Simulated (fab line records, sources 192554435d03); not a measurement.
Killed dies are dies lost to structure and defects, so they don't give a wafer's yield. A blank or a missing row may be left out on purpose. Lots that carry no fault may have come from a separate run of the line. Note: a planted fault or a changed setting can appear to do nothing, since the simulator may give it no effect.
fab line records | flow n5-finfet
[record] lots = 4 | wafers = 11 | last-day = 19
route steps=1938 shown BEOL_M4@1059 PASSIVATION@1936
lots that met no fault: taken from a fault-free run of the same line
start-h: the number of hours between the record's first day and the start of the first shown wafer of the lot | wait-h: time in hours since the lot's previous step | " identical to the entry in the row above | L1.1+2: a single row standing in for several wafers | - no value, or no start was given | * or withheld: withheld | < > ~ a bound
route shown NAME@n: names a module that has steps shown in the file, with the first one's number in the route | usual: the fault-free wafers' mean and standard deviation | same: alike in all rows | chamber/n: place in a boat | sites: each site's reading | _std_site: their standard deviation | _edge_site: inner sites' mean taken away from outer sites' mean | radius-mm: how far each site lies from the wafer's centre | mask NAME#n: copy n | behind: the tool/chamber that last shaped the wafer | hold: cause of the lot's hold/its duration in hours/its outcome | device: which transistor (n, p or np) failed to switch | end of line: the route-end tests of the same wafers | a step without rows: its recipe alone | killed: not the wafer's yield, but the dies lost to structure and defects at the first sort | map: dies across one wafer; x = killed, . = not, _ = none there
set.NAME: the setting the step ran with; set.NAME@STEP: the setting that earlier step ran with | model.NAME: the simulator's own value behind a step, which no gauge read
lots seen at some steps along the route; tables by step, rows by wafer
services: from which hour (start-h, from the record's first day; less than 0 if before it) a tool's chamber was out of use, for how many hours, and why
[[steps]]
[step N5_BEOL_M4_DESCUM_33]
[recipe] chemistry = O2 | time-s = 7 | source-power-w = 50 | bias-power-w = 20 | pressure-mtorr = 20 | rf-frequency-hz = 2.712e+07 | temp-c = 40 | resist = CAR-EUV | o2-flow-sccm = 225
[step N5_BEOL_M4_ETCH_77]
[recipe] chemistry = N2/H2 | target = underlayer | target-depth-a = 65 | mask-material = CAR-EUV | time-s = 5.2 | ion-energy-ev = 200 | pressure-mtorr = 30 | source-w = 840 | bias-w = 150 | n2-flow-sccm = 200 | h2-flow-sccm = 200 | ends = cleared
[step N5_BEOL_M4_ETCH_69]
[recipe] chemistry = CF4 | target = SiARC | target-depth-a = 156 | mask-material = CAR-EUV | time-s = 26 | ion-energy-ev = 80 | pressure-mtorr = 40 | source-w = 545 | bias-w = 36 | Ar_flow_sccm = 100 | cf4-flow-sccm = 100 | ends = cleared
[step N5_BEOL_M4_ALD_98]
[recipe] material = SiO2 | target-thk-a = 25 | temp-c = 100 | ald-precursor-family = BDEAS | ald-co-reactant = O2-plasma | pulse-time-s = 1 | co-reactant-pulse-time-s = 1 | purge-time-s = 2 | co-reactant-purge-time-s = 2 | ald-cycles = 17 | pressure-torr = 2
[step N5_BEOL_M4_ETCHBACK_99]
[recipe] chemistry = CHF3 | target = SiO2 | target-depth-a = 50 | time-s = 10.4 | source-w = 215 | bias-w = 47 | Ar_flow_sccm = 200 | CHF3_flow_sccm = 12 | ion-energy-ev = 100 | pressure-mtorr = 30
[step N5_BEOL_M4_ETCH_70]
[recipe] chemistry = N2/H2 | target = SOC | target-depth-a = 800 | overetch-a = 240 | mask-material = SiARC | temp-c = 40 | time-s = 130 | ion-energy-ev = 200 | pressure-mtorr = 30 | source-w = 840 | bias-w = 150 | n2-flow-sccm = 200 | h2-flow-sccm = 200
[step N5_BEOL_M4_STRIP_71]
[recipe] chemistry = N2/H2 | temp-c = 40 | n2-flow-sccm = 200 | h2-flow-sccm = 200 | rf-frequency-hz = 6e+07
[step N5_BEOL_M4_STRIP_78]
[recipe] chemistry = N2/H2 | temp-c = 40 | n2-flow-sccm = 200 | h2-flow-sccm = 200 | rf-frequency-hz = 6e+07
[step N5_BEOL_M4_VIA_ETCH_34]
[recipe] chemistry = C4F6/O2 | target-depth-a = 694 | mask-material = SOC | pressure-mtorr = 15 | ion-energy-ev = 250 | taper-deg = 4 | time-s = 65.9 | source-w = 350 | bias-w = 170 | Ar_flow_sccm = 300 | C4F6_flow_sccm = 10 | O2_flow_sccm = 10
[step N5_BEOL_M4_STRIP_83]
[recipe] chemistry = C4F6/O2 | resist = SiARC | rf-frequency-hz = 6e+07
[step N5_BEOL_M4_STRIP_36]
[recipe] chemistry = N2/H2 | power-w = 450 | temp-c = 40 | pressure-mtorr = 20 | rf-frequency-hz = 6e+07 | overash-fraction = 0.3 | bias-power-w = 7 | h2-frac = 0.5 | n2-flow-sccm = 200 | h2-flow-sccm = 200
[step N5_BEOL_M4_TRENCH_ETCH_37]
[recipe] chemistry = C4F6/O2 | target-depth-a = 555.55 | target = SiOC | time-s = 29.2 | ion-energy-ev = 250 | pressure-mtorr = 30 | source-w = 355 | bias-w = 185 | Ar_flow_sccm = 300 | C4F6_flow_sccm = 10 | O2_flow_sccm = 10
[usual] bias-w = 185.1/0.53 | drypump-motor-current-A = 5.7/0.44 | mfc-ar-sccm = 299.9/0.82 | oes_ar_750_au = 0.75/0.079 | oes_f_703_au = 0.75/0.081 | oes-product-au = 0.75/0.084 | rf-vpp-V = 668/13 | run-length-s = 52.6/0.47 | showerhead-plenum-p-Torr = 2.87/0.1 | throttle-valve-pct = 20.90/0.28
lot.wafer | tool        | chamber | start-h | wait-h | bias-w | drypump-motor-current-A | mfc-ar-sccm | oes_ar_750_au | oes_f_703_au | oes-product-au | rf-hours-counter-h | rf-vpp-V | run-length-s | showerhead-plenum-p-Torr | throttle-valve-pct | model.BEOL_M4.feature-depth-nm | model.etch.depth-nm | model.TiN_of_BEOL_M4_HM_DEP_02.thk-nm
L590.1    | rie-diel-02 | 2       | 243.14  | -      | 183.9  | 6.4                     | 299.8       | 0.82          | 0.82         | 0.82           | 89                 | 683      | 52.4         | 3.00                     | 20.85              | 56.8                           | 56.84               | 17.6
L590.5    | "           | 2       | "       | "      | 185.2  | 6.4                     | 299.8       | 0.82          | 0.83         | 0.82           | -                  | 682      | 52.4         | 3.00                     | 20.84              | 57                             | 57                  | 17.8
L590.6    | "           | 1       | "       | "      | 186.2  | 5.8                     | 300.8       | 0.70          | 0.68         | 0.69           | -                  | 662      | 52.7         | 2.91                     | 21.01              | 53.8                           | 53.7                | 18
L591.2    | rie-diel-02 | 0       | 253.28  | -      | -      | 5.8                     | 300.7       | 0.92          | 0.92         | 0.93           | 9                  | 681      | 41.6         | 3.03                     | 20.52              | 35.4                           | 35.41               | 18.6
L591.3    | "           | 1       | "       | "      | 185.1  | 5.8                     | 300.3       | 0.70          | 0.68         | 0.68           | 226                | 663      | 52.8         | 2.91                     | 21.03              | 52.6                           | 52.59               | 17.6
L594.1    | rie-diel-02 | 1       | 265.49  | -      | 185.6  | 5.8                     | 300.0       | 0.69          | 0.67         | 0.69           | 232                | 662      | 52.7         | 2.91                     | 21.03              | 53.4                           | 53.32               | 17.6
L594.2    | "           | 2       | "       | "      | -      | 6.4                     | 299.8       | 0.81          | 0.81         | 0.81           | 99                 | 684      | 42.0         | 2.99                     | 20.84              | 36                             | 36.08               | 18.6
L594.3    | "           | 3       | "       | "      | 184.4  | 4.9                     | 299.0       | 0.69          | 0.69         | 0.69           | 246                | 683      | 52.6         | 2.78                     | 20.82              | 56.8                           | 56.79               | 17.2
L602.2    | rie-diel-04 | 3       | 321.95  | -      | 184.7  | 5.7                     | 300.4       | 0.93          | 0.93         | 0.92           | 8                  | 668      | 53.1         | 2.91                     | 21.04              | 55.2                           | 55.15               | 17.4
L602.3    | "           | 0       | "       | "      | 185.0  | 5.6                     | 301.0       | 0.73          | 0.73         | 0.74           | 138                | 644      | 52.5         | 2.73                     | 20.54              | 54                             | 53.97               | 17.8
L602.6    | "           | 2       | "       | "      | 185.2  | 6.1                     | 299.8       | 0.71          | 0.71         | 0.70           | -                  | 655      | 51.8         | 2.70                     | 20.88              | 54.8                           | 54.86               | 17.8
[step N5_BEOL_M4_ETCH_41]
[recipe] chemistry = CH3F/O2 | target = SiCN | target-depth-a = 299 | taper-deg = 2 | time-s = 52.5 | ion-energy-ev = 120 | mask-material = TiN | pressure-mtorr = 30 | source-w = 395 | bias-w = 75 | Ar_flow_sccm = 150 | CH3F_flow_sccm = 30 | O2_flow_sccm = 20
[step N5_BEOL_M4_STRIP_97]
[recipe] chemistry = N2/H2 | time-s = 10 | power-w = 450 | temp-c = 40 | pressure-mtorr = 20 | rf-frequency-hz = 6e+07 | bias-power-w = 7 | n2-flow-sccm = 200 | h2-flow-sccm = 200
[step N5_BEOL_M4_OCD_MEAS_38]
[usual] trench-depth-nm = 54.8/1.5
lot.wafer | tool   | chamber | start-h | wait-h | trench-depth-nm
L590.1    | ocd-01 | -       | 243.29  | -      | 57.3
L590.5    | "      | -       | "       | "      | 57.0
L590.6    | "      | -       | "       | "      | 53.6
L591.2    | ocd-02 | -       | 253.44  | -      | 35.4
L591.3    | "      | -       | "       | "      | 52.8
L594.1    | ocd-01 | -       | 265.65  | -      | 53.1
L594.2    | "      | -       | "       | "      | 35.5
L594.3    | "      | -       | "       | "      | 57.3
L602.2    | ocd-02 | -       | 322.11  | -      | 54.9
L602.3    | "      | -       | "       | "      | 54.2
L602.6    | "      | -       | "       | "      | 54.3
[step N5_BEOL_M4_HM_STRIP_39]
[recipe] chemistry = peroxide-tin-strip | material = TiN | target-depth-a = 250 | temp-c = 50 | time-s = 158
[step N5_BEOL_M4_SRD_40]
[recipe] time-s = 30 | temp-c = 23 | rinse-liquid = diw | dry = ipa-marangoni
[step N5_BEOL_M4_PRECLEAN_42]
[recipe] chemistry = residue-remover | time-s = 60 | temp-c = 40
[step N5_BEOL_M4_SRD_43]
[recipe] time-s = 30 | temp-c = 23 | rinse-liquid = diw | dry = ipa-marangoni
[step N5_BEOL_M4_DEGAS_44]
[recipe] ambient = vacuum | temp-c = 250 | time-s = 60
[step N5_BEOL_M4_PRE_CLEAN_45]
[recipe] gas = H2/He | time-s = 30 | temp-c = 250
[step N5_BEOL_M4_ALD_84]
[recipe] material = TaN | target-thk-a = * | temp-c = 275 | ald-precursor-family = PDMAT | ald-co-reactant = NH3 | pressure-torr = 3 | carrier-flow-sccm = 1500 | pulse-time-s = 2 | purge-time-s = 3 | co-reactant-purge-time-s = 2 | co-reactant-pulse-time-s = 3 | ald-cycles = 30 | precursor-vessel-temp-c = 75 | precursor-vessel-pressure-torr = 26.25 | precursor-vessel-carrier-sccm = 1000
[step N5_BEOL_M4_SURFACE_TREAT_85]
[recipe] gas = Ar | time-s = * | ion-energy-ev = * | ion-current-ma-cm2 = 0.5 | pressure-mtorr = * | ar-flow-sccm = 30
[step N5_BEOL_M4_CVD_47]
[recipe] material = Co | target-thk-a = 30 | temp-c = withheld | precursor = CCTBA/H2 | pressure-torr = 30 | time-s = 223.8
[step N5_BEOL_M4_SPUTTER_48]
[recipe] material = Cu | target-thk-a = 45 | temp-c = -20 | chamber-pressure-pa = 0.07 | power-w = withheld | time-s = 8.29
[step N5_BEOL_M4_ANNEAL_49]
[recipe] temp-c = 400 | time-s = 240 | ambient = vacuum
[step N5_BEOL_M4_SPUTTER_79]
[recipe] material = Cu | target-thk-a = 45 | temp-c = -20 | chamber-pressure-pa = 0.07 | power-w = withheld | time-s = 8.29
[step N5_BEOL_M4_ANNEAL_80]
[recipe] temp-c = 400 | time-s = 240 | ambient = vacuum
[step N5_BEOL_M4_SPUTTER_81]
[recipe] material = Cu | target-thk-a = 45 | temp-c = -20 | chamber-pressure-pa = 0.07 | power-w = withheld | time-s = 8.29
[step N5_BEOL_M4_ANNEAL_82]
[recipe] temp-c = 400 | time-s = 240 | ambient = vacuum
[step N5_BEOL_M4_SPUTTER_86]
[recipe] material = Cu | target-thk-a = 45 | temp-c = -20 | chamber-pressure-pa = 0.07 | power-w = withheld | time-s = 8.29
[step N5_BEOL_M4_ANNEAL_87]
[recipe] temp-c = 400 | time-s = 240 | ambient = vacuum
[step N5_BEOL_M4_SPUTTER_88]
[recipe] material = Cu | target-thk-a = 45 | temp-c = -20 | chamber-pressure-pa = 0.07 | power-w = withheld | time-s = 8.29
[step N5_BEOL_M4_ANNEAL_89]
[recipe] temp-c = 400 | time-s = 240 | ambient = vacuum
[step N5_BEOL_M4_SPUTTER_90]
[recipe] material = Cu | target-thk-a = 45 | temp-c = -20 | chamber-pressure-pa = 0.07 | power-w = withheld | time-s = 8.29
[step N5_BEOL_M4_ANNEAL_91]
[recipe] temp-c = 400 | time-s = 240 | ambient = vacuum
[step N5_BEOL_M4_SPUTTER_92]
[recipe] material = Cu | target-thk-a = 45 | temp-c = -20 | chamber-pressure-pa = 0.07 | power-w = withheld | time-s = 8.29
[step N5_BEOL_M4_ANNEAL_93]
[recipe] temp-c = 400 | time-s = 240 | ambient = vacuum
[step N5_BEOL_M4_SPUTTER_94]
[recipe] material = Cu | target-thk-a = 45 | temp-c = -20 | chamber-pressure-pa = 0.07 | power-w = withheld | time-s = 8.29
[step N5_BEOL_M4_ANNEAL_95]
[recipe] temp-c = 400 | time-s = 240 | ambient = vacuum
[step N5_BEOL_M4_CMP_52]
[recipe] stop-on = SiOC | t-overpolish-s = 6.8 | down-force-psi = 1 | platen-rpm = 50 | clearing-platen-down-force-psi = 1.5 | clearing-platen-rpm = 50 | post-cmp-clean = cu-alkaline | target-thk-nm = 40 | clearing-platen-pad-velocity-m-s = 0.99484 | pad-velocity-m-s = 0.99484
[usual] edge-zone-pressure-frac = 1.000/0.0053 | motor-current-A = 6.1/0.68
lot.wafer | tool   | chamber | start-h | wait-h | edge-zone-pressure-frac | motor-current-A | model.Cu_of_BEOL_M4_ECD_50.thk-nm
L590.1    | cmp-03 | 1       | 248.52  | 0.3    | 0.996                   | 5.6             | 40.6
L590.6    | "      | 1       | "       | "      | 0.993                   | 5.6             | 37.2
L590.5    | "      | 2       | "       | "      | 0.996                   | 6.2             | 41
L591.3    | cmp-01 | 1       | 256.62  | 0.2    | 1.003                   | 5.1             | 36.2
L591.2    | "      | 3       | "       | "      | 1.000                   | 6.8             | 20.6
L594.2    | cmp-04 | 1       | 271.31  | 0.2    | 1.004                   | 6.5             | 20.6
L594.3    | "      | 2       | "       | "      | 0.994                   | 6.0             | 40.4
L594.1    | "      | 0       | "       | "      | 0.997                   | 4.8             | 35.6
L602.3    | cmp-03 | 3       | 325.70  | 0.2    | 0.999                   | 5.6             | 39.6
L602.2    | "      | 0       | "       | "      | 1.004                   | 6.9             | 40.2
L602.6    | "      | 0       | "       | "      | 1.002                   | 7.2             | 40.2
[step N5_BEOL_M4_THK_MEAS_53]
[recipe] thk-meas-gauge = xrf | reads = Cu_of_BEOL_M4_ECD_50
[usual] M4_THK = 39.3/1.7
lot.wafer | tool          | chamber | start-h | wait-h | M4_THK[nm]
L590.1    | film-metro-01 | -       | 248.81  | -      | 40.4
L590.5    | "             | -       | "       | "      | 40.7
L590.6    | "             | -       | "       | "      | 37.2
L591.2    | film-metro-02 | -       | 256.91  | -      | 20.7
L591.3    | "             | -       | "       | "      | 36.3
L594.1    | film-metro-02 | -       | 271.60  | -      | 35.2
L594.2    | "             | -       | "       | "      | 20.4
L594.3    | "             | -       | "       | "      | 40.0
L602.2    | film-metro-02 | -       | 326.00  | -      | 40.0
L602.3    | "             | -       | "       | "      | 39.5
L602.6    | "             | -       | "       | "      | 40.1
[step N5_BEOL_M4_RS_MEAS_58]
[recipe] thk-meas-gauge = four-point-probe | reads = Co_of_BEOL_M4_CO_CAP_55+Cu_of_BEOL_M4_ECD_50+Co_of_BEOL_M4_CVD_47+TaN_of_BEOL_M4_ALD_84
[usual] M4_RS = 0.69/0.039
lot.wafer | tool          | chamber | start-h | wait-h | M4_RS[ohm/sq]
L590.1    | film-metro-01 | -       | 249.07  | 0.0    | 0.65
L590.5    | "             | -       | "       | "      | 0.65
L590.6    | "             | -       | "       | "      | 0.73
L591.2    | film-metro-02 | -       | 257.23  | 0.1    | 1.62
L591.3    | "             | -       | "       | "      | 0.76
L594.1    | film-metro-01 | -       | 271.86  | 0.0    | 0.78
L594.2    | "             | -       | "       | "      | 1.62
L594.3    | "             | -       | "       | "      | 0.66
L602.2    | film-metro-02 | -       | 326.26  | 0.1    | 0.66
L602.3    | "             | -       | "       | "      | 0.68
L602.6    | "             | -       | "       | "      | 0.67
[step N5_BEOL_M4_RC_MEAS_101]
[usual] DIBL_N = 36.6/1.9 | DIBL_P = 36.7/2.2 | IOFF_N = 0.16/0.035 | IOFF_P = 0.22/0.038 | ION_N = 672/14 | ION_P = 462/8.3 | SERP_M4 = 195/15 | SERP_M4_max_site = 209/16 | SS_N = 71.6/0.65 | SS_P = 73.5/0.72 | VT_N = 250/3.5 | VT_P = -250/3.1
lot.wafer | tool      | chamber | start-h | wait-h | DIBL_N[mV/V] | DIBL_P[mV/V] | IOFF_N[nA/um] | IOFF_P[nA/um] | ION_N[uA/um] | ION_P[uA/um] | SERP_M4[ohm/um] | SERP_M4_max_site[ohm/um] | SS_N[mV/dec] | SS_P[mV/dec] | VT_N[mV] | VT_P[mV]
L590.1    | prober-02 | 0       | 249.12  | 0.0    | 35.6         | 36.2         | 0.14          | 0.20          | 654          | 455          | 183             | 204                      | 71.2         | 72.7         | 252      | -253
L590.5    | "         | 0       | "       | "      | 36.5         | 36.0         | 0.14          | 0.19          | 669          | 463          | 195             | 207                      | 71.6         | 72.9         | 252      | -251
L590.6    | "         | 0       | "       | "      | 35.6         | 35.9         | 0.13          | 0.19          | 660          | 450          | 214             | 229                      | 71.8         | 73.9         | 254      | -251
L591.2    | prober-02 | 0       | 257.43  | 0.2    | 35.7         | 35.1         | 0.15          | 0.19          | 672          | 456          | 377             | 447                      | 71.8         | 73.1         | 254      | -252
L591.3    | "         | 0       | "       | "      | 38.4         | 37.6         | 0.20          | 0.24          | 660          | 452          | 203             | 214                      | 72.4         | 74.7         | 250      | -252
L594.1    | prober-01 | 0       | 271.92  | 0.0    | 36.7         | 36.6         | 0.16          | 0.21          | 663          | 456          | 218             | 233                      | 72.2         | 73.3         | 249      | -252
L594.2    | "         | 0       | "       | "      | 35.8         | 35.7         | 0.15          | 0.20          | 681          | 470          | 351             | 439                      | 71.4         | 73.1         | 248      | -252
L594.3    | "         | 0       | "       | "      | 34.7         | 34.2         | 0.13          | 0.18          | 677          | 462          | 182             | 190                      | 71.1         | 73.0         | 253      | -253
L602.2    | prober-02 | 0       | 326.46  | 0.2    | 37.6         | 36.4         | 0.17          | 0.23          | 691          | 474          | 198             | 205                      | 71.6         | 72.2         | 250      | -249
L602.3    | "         | 0       | "       | "      | 36.2         | 34.1         | 0.14          | 0.19          | 658          | 453          | 196             | 210                      | 71.8         | 72.1         | 253      | -253
L602.6    | "         | 0       | "       | "      | 39.4         | 38.0         | 0.21          | 0.27          | 677          | 462          | 178             | 192                      | 72.8         | 73.4         | 247      | -249
// sites SERP_M4 radius-mm=0,75,75,75,75,140,140,140,140
L590.1 169 169 183 185 188 182 204 182 189
L591.2 345 377 373 368 361 447 439 434 425
L594.1 217 225 233 228 217 211 221 218 212
L602.2 200 198 204 205 199 171 187 185 192
[step N5_PASSIVATION_PROBE_49]
[usual] defect-limited-yield = 91.6/1.4 | killed_at_M0_to_M3 = 35/10 | killed_at_M4_up = 13/4.8 | killed-at-contacts = 12/7.2 | killed-at-front-end = 36/12 | killed-at-other = 4/3.1 | killed-dies = 100/17 | killed-on-rim = 13/4.2 | killed-open = 66/13 | killed-short = 32/7.3 | sort_bin_5_function = 5.0/0.94 | sort_bin_6_memory = 3.1/0.67 | sort_bin_8_speed = 0.01/0.047 | sort-n-pass = 1080/17
[same] gross-dies = 1180 | killed-at-back-side = 0 | sort_bin_4_leakage[%] = 0
lot.wafer | tool      | chamber | start-h | wait-h | defect-limited-yield[%] | killed_at_M0_to_M3 | killed_at_M4_up | killed-at-contacts | killed-at-front-end | killed-at-other | killed-dies | killed-on-rim | killed-open | killed-short | sort_bin_5_function[%] | sort_bin_6_memory[%] | sort_bin_8_speed[%] | sort-n-pass
L590.1    | prober-02 | -       | 375.70  | 0.0    | 93.6                    | 26                 | 16              | 8                  | 23                  | 2               | 75          | 8             | 46          | 27           | 3.6                    | 2.3                  | 0                   | 1105
L590.5    | prober-02 | -       | 375.90  | 0.2    | 94.3                    | 28                 | 11              | 8                  | 20                  | 0               | 67          | 8             | 43          | 24           | 3.4                    | 1.9                  | 0                   | 1113
L590.6    | prober-02 | -       | 375.95  | 0.3    | 93.2                    | 35                 | 6               | 4                  | 34                  | 1               | 80          | 15            | 53          | 21           | 4.1                    | 1.6                  | 0                   | 1100
L594.2    | prober-01 | -       | 389.06  | 0.1    | 87.5                    | 31                 | 61              | 9                  | 43                  | 4               | 148         | 26            | 70          | 28           | 4.6                    | 3.4                  | 4.24                | 1032
L591.2    | prober-01 | -       | 389.65  | 0.1    | 83.2                    | 26                 | 105             | 9                  | 54                  | 4               | 198         | 35            | 56          | 51           | 5.3                    | 3.4                  | 7.54                | 982
L591.3    | prober-01 | -       | 389.70  | 0.1    | 91.3                    | 43                 | 11              | 10                 | 36                  | 3               | 103         | 16            | 71          | 32           | 5.8                    | 2.7                  | 0                   | 1077
// killed by level:class
L590.1 BEOL_M2:geometric-particle:open=12 BEOL_M4:geometric-particle:open=6 MOL_CONTACT_COAG:geometric-particle:open=6 BEOL_M4:geometric-particle:short=5 BEOL_M3:geometric-particle:open=4 STARTING-WAFER:geometric-particle:short=4 FIN_SAQP:geometric-particle:short=3 GATE_CUT:geometric-particle:short=3
L590.5 BEOL_M0_SAQP:geometric-particle:open=7 MOL_CONTACT_COAG:geometric-particle:open=6 BEOL_M1:geometric-particle:open=6 BEOL_M0_SAQP:geometric-particle:short=5 BEOL_M4:geometric-particle:open=4 STARTING-WAFER:geometric-particle:short=4 FIN_SAQP:geometric-particle:open=3 DUMMY_GATE:geometric-particle:open=3
L590.6 BEOL_M2:geometric-particle:open=11 STI_FIN_REVEAL:geometric-particle:open=10 BEOL_M3:geometric-particle:open=9 BEOL_M0_SAQP:geometric-particle:short=6 HKMG_FIN:area-etch=6 STARTING-WAFER:geometric-particle:open=4 FIN_SAQP:geometric-particle:open=3 STI_FIN_REVEAL:geometric-particle:short=3
L594.2 BEOL_M4:area-ecd=50 BEOL_M1:geometric-particle:open=11 STI_FIN_REVEAL:geometric-particle:open=9 FIN_SAQP:geometric-particle:short=6 FIN_SAQP:geometric-particle:open=6 BEOL_M2:geometric-particle:open=6 STARTING-WAFER:geometric-particle:open=6 MOL_CONTACT_COAG:geometric-particle:open=5
L591.2 BEOL_M4:area-ecd=89 FIN_SAQP:geometric-particle:short=28 FIN_SAQP:geometric-particle:open=11 BEOL_M0_SAQP:geometric-particle:short=9 MOL_CONTACT_COAG:geometric-particle:open=8 BEOL_M4:geometric-particle:open=7 STI_FIN_REVEAL:geometric-particle:open=6 BEOL_M1:geometric-particle:open=6
L591.3 MOL_CONTACT_COAG:geometric-particle:open=10 BEOL_M0_SAQP:geometric-particle:short=10 BEOL_M0_SAQP:geometric-particle:open=7 BEOL_M2:geometric-particle:open=7 DUMMY_GATE:geometric-particle:open=6 BEOL_M5:geometric-particle:open=6 STARTING-WAFER:geometric-particle:open=6 DUMMY_GATE:geometric-particle:short=5
// map L591.2 (x killed, . not)
_________________x..xx.......________________
______________x.x.x...x....x...x_____________
___________..x.....x....x....xxx...__________
__________x...x..........xx.....x..._________
________x..xx...............x......x.x_______
_______...x..xx..x......xx...x.........______
______...x.....x.....x..x............x.._____
_____......x...x.........x..x............____
____...xx.x..x........................x...___
___.......x............xx.......x...x......__
___.........................xx...x.........__
__.......xxx..x......x....x........x.x.....x_
__..x........x..x........x.....xx...x.....x._
_...x.............x..x...x....x....xx.......x
_x..........x....................x..x........
_x...........x..x......x......x..............
_......x..........x.........x..x...........xx
_.xx.............xx..........x........x....x.
_.x.......x..x.......xx...x.......xxx...x....
_..x....x............xx.............x........
_....x......x............x...xx.x...x..x...x.
__...x..............x............x.......x.x_
__......x.......x........x.....x..x.xx...x.x_
___...x.x...................x.x...xx...x.x.__
___x.x..x.......x...x..................xx..__
____.................x........xx....x.....___
_____x..........x.....x..................____
______.x.................x............x._____
_______x.....x........x..........xx..x.______
________xx..xx..x.....x...x....x....xx_______
__________..x..x.x..........xxx....x_________
___________x......x......xxx...x..x__________
______________....x....x........_____________
_________________...........x________________
// map L594.2 (x killed, . not)
_________________.x...x....x.________________
______________.x.........x...x.._____________
___________..x......x..xx..........__________
__________.....................x...._________
________xx............x..............._______
_______x......x..............x..x...x..______
______........x..x..x.x.x...xx.x....x..._____
_____.....x......x................x......____
____........x......x....x.............x.x.___
___........x...........x..........x...x....__
___...x...x................x...............__
__.....x...xx..x....x......................._
__..x.............x......x.......xx.......xx_
_.x.........x.........................x...x..
_.x........x...................x.............
_...........x............x..xx...x...........
_..x..............x..........................
_.x.....x...........x.......................x
_x...x...................x..........x..x.....
_...............................x............
_....................x......................x
__...x.x....x...........xx.x..............x._
__.x..................x......x.............x_
___...xx.x.x..x.....x...x....x............x__
___.x.x...x................................__
____.xx..........x..x.x.........xx........___
_____...x..x.x..........x....xx.x........____
______...x....x..x...........x...x...x.._____
_______.....x...x.xx..x.......x....x...______
________.....xx......x................_______
__________............x......x..xx.._________
___________..x....x...x.x...x..xxx.__________
______________................x._____________
_________________......x.....________________
[[services]]
tool        | chamber | start-h | hours | kind
rie-diel-02 | 1       | 236.01  | 1.8   | repair
cmp-03      | -       | 237.49  | 1.0   | repair
cmp-01      | -       | 239.06  | 4.0   | pm
cmp-03      | -       | 240.40  | 3.9   | pm
rie-diel-04 | -       | 241.54  | 0.5   | repair
cmp-01      | -       | 248.53  | 5.0   | repair
cmp-03      | -       | 250.66  | 1.3   | repair
cmp-01      | -       | 263.05  | 14.3  | pm
rie-diel-02 | -       | 268.92  | 2.8   | pm
cmp-03      | -       | 275.55  | 2.8   | repair
rie-diel-02 | 3       | 279.76  | -     | clean
rie-diel-02 | 3       | 279.76  | -     | consumable-replace:focus-ring
rie-diel-02 | 3       | 279.76  | 24.2  | scheduled-down
rie-diel-02 | 3       | 279.76  | 24.2  | vent-cycle
cmp-04      | -       | 296.05  | 0.3   | repair
cmp-01      | -       | 300.84  | 1.5   | repair
rie-diel-02 | 0       | 304.01  | 13.7  | repair
cmp-03      | -       | 311.47  | 1.6   | repair
cmp-04      | -       | 315.94  | 0.9   | repair
rie-diel-02 | 1       | 317.69  | -     | clean
rie-diel-02 | 1       | 317.69  | -     | consumable-replace:focus-ring
rie-diel-02 | 1       | 317.69  | 29.6  | scheduled-down
rie-diel-02 | 1       | 317.69  | 29.6  | vent-cycle
cmp-04      | -       | 322.00  | 0.2   | repair
[[key]]
[first-sign] step = N5_BEOL_M4_TRENCH_ETCH_37 | reading = run-length-s | direction = down | sigmas = 23 | usual = * | struck = *
[effect] step = N5_BEOL_M4_OCD_MEAS_38 | reading = trench-depth-nm | direction = down | sigmas = 13 | usual = 54.8 | struck = 35.5
[effect] step = N5_BEOL_M4_THK_MEAS_53 | reading = M4_THK | direction = down | sigmas = 11 | usual = 39.3 | struck = 20.6
[effect] step = N5_BEOL_M4_RS_MEAS_58 | reading = M4_RS | direction = up | sigmas = 24 | usual = 0.69 | struck = 1.62
[effect] step = N5_BEOL_M4_RC_MEAS_101 | reading = SERP_M4 | direction = up | sigmas = 11 | usual = 195 | struck = 364
[effect] step = N5_BEOL_M4_RC_MEAS_101 | reading = SERP_M4_max_site | direction = up | sigmas = 14 | usual = 209 | struck = 443
[effect] step = N5_PASSIVATION_PROBE_49 | reading = sort_bin_8_speed | direction = up | sigmas = 69 | usual = 0.01 | struck = 5.89
[model-effect] step = N5_BEOL_M4_TRENCH_ETCH_37 | value = BEOL_M4.feature-depth-nm | without = 56.2 | struck = 35.7
[model-effect] step = N5_BEOL_M4_CMP_52 | value = Cu_of_BEOL_M4_ECD_50.thk-nm | without = 41.2 | struck = 20.6
[more-kills-born-at] N5_BEOL_M4_ECD_50@ecd-cu-01 = 139
met-at N5_BEOL_M4_TRENCH_ETCH_37
struck-wafers L591.2,L594.2
onset-between 243.14 253.28
[fault] kind = process-parameter-drift | tool = rie-diel-02 | chamber = - | onset-h = 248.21 | steps = N5_BEOL_M4_TRENCH_ETCH_37 | channel = time-s | offset = * | shape = step | end-h = 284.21 | scope = struck-wafers-only | acts-in = * | stated = *
